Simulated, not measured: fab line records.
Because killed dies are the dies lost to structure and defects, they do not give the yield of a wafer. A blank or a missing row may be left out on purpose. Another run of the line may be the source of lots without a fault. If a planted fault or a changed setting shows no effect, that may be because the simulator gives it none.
fab line records    flow nandHarc    part 2 of 2: steps 33 to 41 of 41
[record] lots = 5  wafers = 15  lastDay = 33
route steps=1302 shown A_ZERO_WELL@411 A_SOURCE_PLATE@413 A_ONON_D1@424 A_CHANNEL_HOLE_D1@450
lots that met no fault: taken from a fault-free run of the same line
startH: hours from the record's first day to the start of the lot's first wafer shown    waitH: hours elapsed since this lot's preceding step    " identical to the entry in the row above    L1.1+2: one row covering several wafers at once    - either no value or no given start    * or withheld: withheld    < > ~ a bound
route shown NAME@n: names a module that has steps shown in the file, with the first one's number in the route    usual: mean/standard deviation of fault-free wafers    same: alike in all rows    chamber/n: place in a boat    sites: each site's reading    _std_site: how widely they spread, as a standard deviation    _edge_site: outer sites' mean less inner sites'    radiusMm: how far each site lies from the wafer's centre    mask NAME#n: copy n    behind: the last tool/chamber to shape the wafer    hold: what put the lot on hold/how long, in hours/how the hold closed    device: which transistor (n, p or np) failed to switch    end of line: tests run on the same wafers once the route is complete    step lacking rows: just its recipe    killed: the dies lost at the first sort to structure and to defects; this is not the yield of the wafer    map: dies across one wafer; x = killed, . = not, _ = none there
set.NAME: the setting as run; set.NAME@STEP: as run at that earlier step    model.NAME: the simulator's own value behind a step, which no gauge read
lots at selected steps of the route; one table per step, one row per wafer
services: when a tool's chamber went out of use (startH, in hours from the record's first day, below 0 if earlier), for how many hours, and the reason
[[steps]]
[step NHARC_A_ONON_D1_DEP_33]
[recipe] targetThkA = 2000  tempC = 400  pressureTorr = 6.5  rfW = 900  teosFlowSccm = 161.4  flowSccm = 2650  targetThkNm = 200  gas = O2  material = SiO2
[usual] heaterPowerW = 558/77  rfFwdPowerW = 898.3/2.6  throttleValvePct = 16.1/0.48
lot.wafer  tool      chamber  startH  waitH  heaterPowerW  rfFwdPowerW  throttleValvePct
L080.2     pecvd-01  2        232.89  0.1    483           896.3        15.7
L080.4     "         2        "       "      479           899.3        15.3
L080.6     "         0        "       "      781           895.4        16.3
L082.3     pecvd-02  2        248.48  0.1    507           897.5        15.7
L082.6     "         2        "       "      522           899.3        15.5
L082.4     "         0        "       "      550           896.5        15.9
L089.2     pecvd-02  1        332.67  0.1    604           897.9        16.4
L089.5     "         1        "       "      607           895.1        16.4
L089.4     "         2        "       "      578           906.6        15.7
L094.2     pecvd-04  1        389.44  0.1    515           900.8        15.7
L094.5     "         2        "       "      517           897.7        16.6
L094.6     "         0        "       "      574           899.8        16.9
L097.3     pecvd-01  1        404.37  0.2    500           897.3        16.0
L097.4     "         0        "       "      593           899.1        16.0
L097.6     "         1        "       "      518           900.3        16.1
[step NHARC_A_ONON_D1_THK_MEAS_34]
[recipe] thkMeasGauge = ellipsometry
[usual] thkNm = 199.4/2.8
lot.wafer  tool          chamber  startH  waitH  thkNm
L080.2     filmMetro-02  -        233.44  0.5    196.8
L080.4     "             -        "       "      199.9
L080.6     "             -        "       "      202.1
L082.3     filmMetro-01  -        248.86  -      197.2
L082.4     "             -        "       "      199.1
L082.6     "             -        "       "      196.9
L089.2     filmMetro-02  -        333.04  -      198.2
L089.4     "             -        "       "      201.3
L089.5     "             -        "       "      200.7
L094.2     filmMetro-01  -        389.77  -      205.3
L094.5     "             -        "       "      206.6
L094.6     "             -        "       "      203.0
L097.3     filmMetro-02  -        404.78  0.3    198.7
L097.4     "             -        "       "      200.3
L097.6     "             -        "       "      200.6
[step NHARC_A_ONON_D1_INSPECT_32]
[usual] rawDefectCount = 73/28
lot.wafer  tool              chamber  startH  waitH  rawDefectCount
L080.2     defectInspect-01  -        233.53  0.0    47
L080.4     "                 -        "       "      39
L080.6     "                 -        "       "      46
L082.3     defectInspect-01  -        248.92  0.0    48
L082.4     "                 -        "       "      64
L082.6     "                 -        "       "      48
L089.2     defectInspect-01  -        333.10  0.0    60
L089.4     "                 -        "       "      46
L089.5     "                 -        "       "      107
L094.2     defectInspect-01  -        389.83  0.0    44
L094.5     "                 -        "       "      45
L094.6     "                 -        "       "      61
L097.3     defectInspect-01  -        404.87  0.0    79
L097.4     "                 -        "       "      75
L097.6     "                 -        "       "      61
[step NHARC_A_CHANNEL_HOLE_D1_DEP_00]
[recipe] targetThkA = 31000  tempC = 400  material = aC
[usual] throttleValvePct = 35.000/0.0094
lot.wafer  tool       chamber  startH  waitH  throttleValvePct
L080.2     aclDep-02  0        234.12  0.6    35.000
L080.4     "          0        "       "      34.999
L080.6     "          0        "       "      35.004
L082.3     aclDep-01  0        249.68  0.8    35.008
L082.4     "          0        "       "      35.006
L082.6     "          0        "       "      34.991
L089.2     aclDep-02  0        335.12  2.0    35.019
L089.4     "          0        "       "      34.998
L089.5     "          0        "       "      34.995
L094.2     aclDep-02  0        392.59  2.8    35.015
L094.5     "          0        "       "      35.003
L094.6     "          0        "       "      34.992
L097.3     aclDep-01  0        408.09  3.2    35.013
L097.4     "          0        "       "      35.009
L097.6     "          0        "       "      35.002
[step NHARC_A_CHANNEL_HOLE_D1_DEP_01]
[recipe] targetThkA = 1400  targetThkNm = 140  tempC = 400  pressureTorr = 3.5  flowSccm = 200  rfW = 350  material = SiON
[usual] heaterPowerW = 731/74  rfFwdPowerW = 348.6/0.93
lot.wafer  tool      chamber  startH  waitH  heaterPowerW  rfFwdPowerW
L080.2     pecvd-04  1        235.74  1.3    730           346.5
L080.6     "         0        "       "      663           350.1
L080.4     "         1        "       "      728           349.2
L082.3     pecvd-02  0        251.01  1.0    779           346.0
L082.4     "         2        "       "      689           349.2
L082.6     "         1        "       "      696           348.8
L089.2     pecvd-04  0        336.76  1.3    772           350.0
L089.5     "         0        "       "      762           349.0
L089.4     "         1        "       "      795           348.5
L094.2     pecvd-02  1        394.25  1.3    751           348.4
L094.6     "         2        "       "      737           348.8
L094.5     "         1        "       "      769           348.6
L097.3     pecvd-04  2        409.43  1.0    720           346.3
L097.4     "         0        "       "      688           349.0
L097.6     "         2        "       "      723           347.1
[step NHARC_A_CHANNEL_HOLE_D1_DEHYDRATE_02]
[recipe] tempC = 150  timeS = 120
[usual] plateTempC = 150.01/0.15  resistLineTempC = 23.02/0.11
lot.wafer  tool           chamber  startH  waitH  plateTempC  resistLineTempC
L080.2     lithoTrack-01  0        235.98  0.2    150.16      23.09
L080.4     "              0        "       "      150.09      23.20
L080.6     "              0        "       "      150.13      22.99
L082.3     lithoTrack-06  0        251.25  0.2    150.17      23.06
L082.4     "              0        "       "      149.98      23.05
L082.6     "              0        "       "      150.39      23.01
L089.2     lithoTrack-04  0        337.03  0.2    149.89      23.03
L089.4     "              0        "       "      150.17      22.93
L089.5     "              0        "       "      150.21      23.14
L094.2     lithoTrack-04  0        394.46  0.2    149.97      23.04
L094.5     "              0        "       "      149.86      23.10
L094.6     "              0        "       "      149.79      23.05
L097.3     lithoTrack-06  0        409.65  0.2    149.87      22.94
L097.4     "              0        "       "      149.87      23.07
L097.6     "              0        "       "      150.03      23.06
[step NHARC_A_CHANNEL_HOLE_D1_HMDS_03]
[recipe] timeS = 30
[usual] resistLineTempC = 23.02/0.1
lot.wafer  tool           chamber  startH  waitH  resistLineTempC
L080.2     lithoTrack-01  0        -       -      22.81
L080.4     "              0        "       "      23.03
L080.6     "              0        "       "      22.87
L082.3     lithoTrack-06  0        -       -      22.99
L082.4     "              0        "       "      22.96
L082.6     "              0        "       "      22.92
L089.2     lithoTrack-04  0        -       -      23.00
L089.4     "              0        "       "      23.00
L089.5     "              0        "       "      23.02
L094.2     lithoTrack-04  0        -       -      23.01
L094.5     "              0        "       "      23.05
L094.6     "              0        "       "      23.04
L097.3     lithoTrack-06  0        -       -      22.92
L097.4     "              0        "       "      22.88
L097.6     "              0        "       "      23.11
[step NHARC_A_CHANNEL_HOLE_D1_COAT_36]
[recipe] tempC = 260  timeS = 75
[usual] plateTempC = 260.00/0.19  resistLineTempC = 22.99/0.099
lot.wafer  tool           chamber  startH  waitH  plateTempC  resistLineTempC
L080.2     lithoTrack-01  0        -       -      260.14      23.29
L080.4     "              0        "       "      260.02      22.97
L080.6     "              0        "       "      260.10      22.96
L082.3     lithoTrack-06  0        -       -      259.93      22.85
L082.4     "              0        "       "      259.95      23.03
L082.6     "              0        "       "      260.11      22.95
L089.2     lithoTrack-04  0        -       -      259.84      23.10
L089.4     "              0        "       "      259.77      23.04
L089.5     "              0        "       "      259.89      23.17
L094.2     lithoTrack-04  0        -       -      259.99      23.03
L094.5     "              0        "       "      260.15      23.08
L094.6     "              0        "       "      259.94      23.13
L097.3     lithoTrack-06  0        -       -      259.91      22.89
L097.4     "              0        "       "      260.01      22.94
L097.6     "              0        "       "      259.64      23.11
[step NHARC_A_CHANNEL_HOLE_D1_COAT_37]
[recipe] tempC = 225  timeS = 65
[usual] plateTempC = 225.02/0.17  resistLineTempC = 23.00/0.1
lot.wafer  tool           chamber  startH  waitH  plateTempC  resistLineTempC
L080.2     lithoTrack-01  0        -       -      225.19      23.19
L080.4     "              0        "       "      225.31      23.17
L080.6     "              0        "       "      225.11      23.03
L082.3     lithoTrack-06  0        -       -      225.21      23.05
L082.4     "              0        "       "      224.99      23.22
L082.6     "              0        "       "      225.03      23.01
L089.2     lithoTrack-04  0        -       -      224.86      23.02
L089.4     "              0        "       "      224.82      23.00
L089.5     "              0        "       "      224.93      22.88
L094.2     lithoTrack-04  0        -       -      225.27      22.91
L094.5     "              0        "       "      224.92      22.96
L094.6     "              0        "       "      224.91      22.92
L097.3     lithoTrack-06  0        -       -      224.93      22.99
L097.4     "              0        "       "      224.90      22.96
L097.6     "              0        "       "      224.55      22.90
[[services]]
tool           chamber  startH  hours  kind
wetBench-09    -        176.80  8.0    pm
lithoTrack-06  -        179.00  7.0    pm
pecvdOnon-02   -        185.14  13.0   pm
wetBench-06    -        193.60  8.0    pm
pecvdOnon-03   -        217.45  0.2    repair
pvdSputter-01  -        226.02  10.0   pm
pecvd-02       -        227.13  13.0   pm
pecvdOnon-03   -        227.42  13.0   pm
aclDep-02      -        245.74  13.0   pm
pecvdOnon-01   -        269.00  13.0   pm
pecvd-04       -        269.01  13.0   pm
furnace-03     -        296.00  26.0   pm
lithoTrack-01  -        330.00  7.0    pm
pvdSputter-01  -        342.37  5.3    repair
wetBench-09    -        352.80  8.0    pm
lithoTrack-06  -        354.00  7.0    pm
aclDep-02      -        357.94  0.5    repair
pecvdOnon-02   -        366.14  13.0   pm
wetBench-06    -        369.60  8.0    pm
pecvd-04       -        373.59  0.8    repair
lithoTrack-04  -        378.00  7.0    pm
pecvdOnon-03   -        390.92  1.4    repair
pecvd-02       -        408.14  13.0   pm
pecvdOnon-03   -        408.42  13.0   pm
